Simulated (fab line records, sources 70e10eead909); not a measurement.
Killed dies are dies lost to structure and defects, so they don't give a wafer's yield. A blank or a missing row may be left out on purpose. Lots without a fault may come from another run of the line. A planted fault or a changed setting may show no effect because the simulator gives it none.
fab line records | flow nand_harc
record lots=5 wafers=15 last_day=24
route steps=1159 shown P_STI@107 P_GATE@110
lots that met no fault: from a run of the same line without faults
start_h: hours from the record's first day to the start of the lot's first wafer shown | wait_h: hours since the lot's step before | " the same as in the row above | L1.1+2: a row that stands for several wafers | - no value, or no start given | * or withheld: withheld | < > ~ a bound
route shown NAME@n: a module of which the file shows steps, and the number in the route of the first | usual: mean/standard deviation of fault-free wafers | same: alike in all rows | chamber/n: place in a boat | sites: the reading at each site | _std_site: their standard deviation | _edge_site: outer sites' mean less inner sites' | radius_mm: how far each site lies from the wafer's centre | mask NAME#n: copy n | behind: the tool/chamber that last shaped the wafer | hold: why the lot was held/for how many hours/how that ended | device: the transistor (n, p or np) that didn't switch | end of line: the same wafers' tests at the end of the route | a step without rows: its recipe alone | killed: dies lost to structure and defects at the first sort, not the wafer's yield | map: a wafer's dies, x killed, . not, _ none there
set.NAME: the setting as run; set.NAME@STEP: as run at that earlier step | model.NAME: the simulator's own value behind a step, which no gauge read
lots at some steps of the route; a table a step, a row a wafer
services: from which hour (start_h, from the record's first day; less than 0 if before it) a tool's chamber was out of use, for how many hours, and why
## steps
# step NHARC_P_STI_SRD_39
# step NHARC_P_STI_OXIDE_40
# recipe target_thk_a=100 temp_c=900 ox_time_s=1362 material=SiO2
# step NHARC_P_STI_INSPECT_25
# usual raw_defect_count=219/85
# columns lot.wafer tool chamber start_h wait_h raw_defect_count
L715.1 defect_inspect-01 - 89.87 0.4 101
L715.4 " - " " 180
L715.5 " - " " 140
L717.1 defect_inspect-02 - 103.64 0.4 144
L717.5 " - " " 158
L717.6 " - " " 128
L723.3 defect_inspect-02 - 143.05 0.4 174
L723.4 " - " " 153
L723.5 " - " " 115
L732.2 defect_inspect-02 - 197.95 0.4 301
L732.5 " - " " 120
L732.6 " - " " 244
L733.1 defect_inspect-01 - 197.95 0.4 360
L733.4 " - " " 294
L733.5 " - " " 210
# step NHARC_P_GATE_ETCH_69
# recipe target_depth_a=140 chemistry=dHF material=SiO2
# step NHARC_P_GATE_PRECLEAN_70
# recipe time_s=* temp_c=50 bath_age_min=0 chemistry=SC1
# step NHARC_P_GATE_SRD_01
# step NHARC_P_GATE_OXIDE_02
# recipe target_thk_a=375 temp_c=950 p_h2o_torr=720 ox_time_s=365 material=SiO2
# step NHARC_P_GATE_DEHYDRATE_03
# recipe temp_c=150 time_s=120
# step NHARC_P_GATE_HMDS_04
# recipe time_s=30
# step NHARC_P_GATE_COAT_05
# recipe spin_rpm=4690
# step NHARC_P_GATE_SOFTBAKE_06
# recipe temp_c=122 time_s=95
# step NHARC_P_GATE_EBR_07
# step NHARC_P_GATE_EXPOSE_08
# recipe na=0.6 dose_mj=16.75 mask_id=P_HV
# usual reticle_temp_C=23.02/0.096 stage_vel_mm_s=500.04/0.24
# columns lot.wafer tool chamber start_h wait_h mask reticle_temp_C stage_vel_mm_s
L715.1 krf_scanner-03 0 98.01 - P_HV#0 22.96 499.86
L715.4 " 0 " " P_HV#0 22.80 500.28
L715.5 " 0 " " P_HV#0 22.99 499.87
L717.1 krf_scanner-02 0 111.83 - P_HV#0 22.95 500.26
L717.5 " 0 " " P_HV#0 22.89 500.23
L717.6 " 0 " " P_HV#0 23.12 500.17
L723.3 krf_scanner-03 0 151.28 - P_NSD#0 22.87 500.19
L723.4 " 0 " " P_NSD#0 22.83 499.94
L723.5 " 0 " " P_NSD#0 23.02 500.03
L733.1 krf_scanner-03 0 206.91 - P_HV#0 23.05 499.52
L733.4 " 0 " " P_HV#0 23.13 499.56
L733.5 " 0 " " P_HV#0 23.15 499.38
L732.2 krf_scanner-02 0 207.07 - P_HV#0 22.92 500.12
L732.5 " 0 " " P_HV#0 23.06 499.95
L732.6 " 0 " " P_HV#0 23.09 499.91
# step NHARC_P_GATE_PEB_09
# recipe peb_temp_c=118 peb_time_s=85
# step NHARC_P_GATE_DEVELOP_10
# recipe time_s=70
# step NHARC_P_GATE_CD_MEAS_11
# recipe target_cd_nm=1640 landing_energy_ev=500
# usual cd_nm=1638.6/2.5
# columns lot.wafer tool chamber start_h wait_h cd_nm
L715.1 cd_sem-03 0 98.17 - 1640.7
L715.4 " 0 " " 1636.3
L715.5 " 0 " " 1639.4
L717.1 cd_sem-03 0 111.99 - 1642.3
L717.5 " 0 " " 1639.5
L717.6 " 0 " " 1639.7
L723.3 cd_sem-01 0 151.43 - -
L723.4 " 0 " " -
L723.5 " 0 " " -
L733.1 cd_sem-02 0 207.06 - 1638.6
L733.4 " 0 " " 1640.3
L733.5 " 0 " " 1639.3
L732.2 cd_sem-01 0 207.23 - 1638.7
L732.5 " 0 " " 1639.2
L732.6 " 0 " " 1639.5
# step NHARC_P_GATE_HARDBAKE_12
# recipe temp_c=125 time_s=80
## services
# columns tool chamber start_h hours kind
krf_scanner-03 - 168.00 4.0 pm
krf_scanner-02 - 179.75 0.8 repair
krf_scanner-02 - 197.76 1.5 repair
krf_scanner-03 - 201.15 5.5 repair
## key
first_sign step=NHARC_P_GATE_EXPOSE_08 reading=mask direction=changed
effect step=NHARC_P_GATE_CD_MEAS_11 reading=cd_nm direction=missing
met_at NHARC_P_GATE_EXPOSE_08
struck_wafers L723.3,L723.4,L723.5
later_rows_left_out L723.3,L723.4,L723.5
sort_left_out L723.3,L723.4,L723.5
tester_left_out L723
onset_between 98.01 151.28
fault kind=wrong_mask tool=any chamber=- onset_h=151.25 steps=NHARC_P_GATE_EXPOSE_08 aux_copy=P_NSD#0 scope=struck_lots_only
# tester_left_out: of these lots the tester's yield and bins aren't shown, on N5 and GAA mostly nor the transistor test; their killed dies are dies lost to structure and defects alone, not to doping, threshold or leakage, so they don't give the yield
# sort_left_out: the simulated sort isn't trusted on such a fault, so these wafers' sort isn't shown, and their yield isn't known
# later_rows_left_out: the simulator's readings of these wafers behind a module that went badly wrong aren't trusted and aren't shown, but for the sort
